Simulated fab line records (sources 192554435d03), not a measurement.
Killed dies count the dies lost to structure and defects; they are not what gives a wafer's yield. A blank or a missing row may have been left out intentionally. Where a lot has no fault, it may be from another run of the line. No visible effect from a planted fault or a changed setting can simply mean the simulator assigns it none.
Chamber matching -- flow n5-finfet -- rie-diel-06 running N5_BEOL_M2_ETCH_69: 4 sister chambers
The step etches SiARC in CF4, target depth 15.6 nm, time 26 s. 16 wafers are shown with their chamber, then 8 later ones without.

## EACH WAFER AND ITS CHAMBER
wafer,chamber,showerhead-plenum-p-Torr (Torr),throttle-valve-pct (%),oes-product-au (a.u.)
L077.3,2,2.22,15.95,0.64
L077.5,2,2.22,15.94,0.64
L077.6,3,2.15,15.85,0.66
L081.1,2,2.22,15.97,0.63
L081.2,3,2.15,15.85,0.66
L081.3,0,2.10,15.34,0.77
L084.1,1,2.10,15.37,0.77
L084.3,3,2.15,15.87,0.65
L084.6,1,2.10,15.37,0.76
L086.3,0,2.10,15.39,0.77
L086.4,2,2.21,16.00,0.63
L086.5,3,2.15,15.88,0.65
L090.1,1,2.10,15.40,0.75
L090.2,2,2.21,16.00,0.62
L090.3,3,2.14,15.89,0.64
L094.1,0,2.09,15.40,0.74

SIGNATURES (means of the wafers above)
reading,chamber 0,chamber 1,chamber 2,chamber 3,scatter within a chamber
showerhead-plenum-p-Torr,2.0967,2.1000,2.2160,2.1480,0.00471
throttle-valve-pct,15.3767,15.3800,15.9720,15.8680,0.0242
oes-product-au,0.7600,0.7600,0.6320,0.6520,0.0106
Rule: for each reading, subtract the chamber's mean from the wafer's reading, divide by that reading's scatter and square the result; add these up over the readings and take the root, which gives the wafer's distance from the chamber. The wafer belongs to the nearest chamber; if the next one is less than 2 further off, it can't be placed. The scatter: take each reading less its chamber's mean, square it, sum over the shown wafers, divide by the number of wafers less the number of chambers, and take the root.

## WAFERS WHOSE CHAMBER IS MISSING
wafer,showerhead-plenum-p-Torr (Torr),throttle-valve-pct (%),oes-product-au (a.u.)
L094.2,2.21,16.02,0.61
L094.3,2.09,15.43,0.74
L095.1,2.14,15.94,0.64
L095.2,2.20,16.03,0.62
L095.3,2.09,15.43,0.74
L097.1,2.14,15.94,0.63
L097.3,2.20,16.03,0.62
L097.6,2.20,16.04,0.61

## EACH ONE'S CHAMBER
wafer,from the rows above,in truth
L094.2,2,2
L094.3,can't be placed: 0 or 1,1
L095.1,3,3
L095.2,2,2
L095.3,can't be placed: 0 or 1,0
L097.1,3,3
L097.3,2,2
L097.6,2,2
Placed correctly: 6 of 8. Not placeable from these rows: 2 (in 2, the candidates include the true chamber). Wrongly placed: 0.
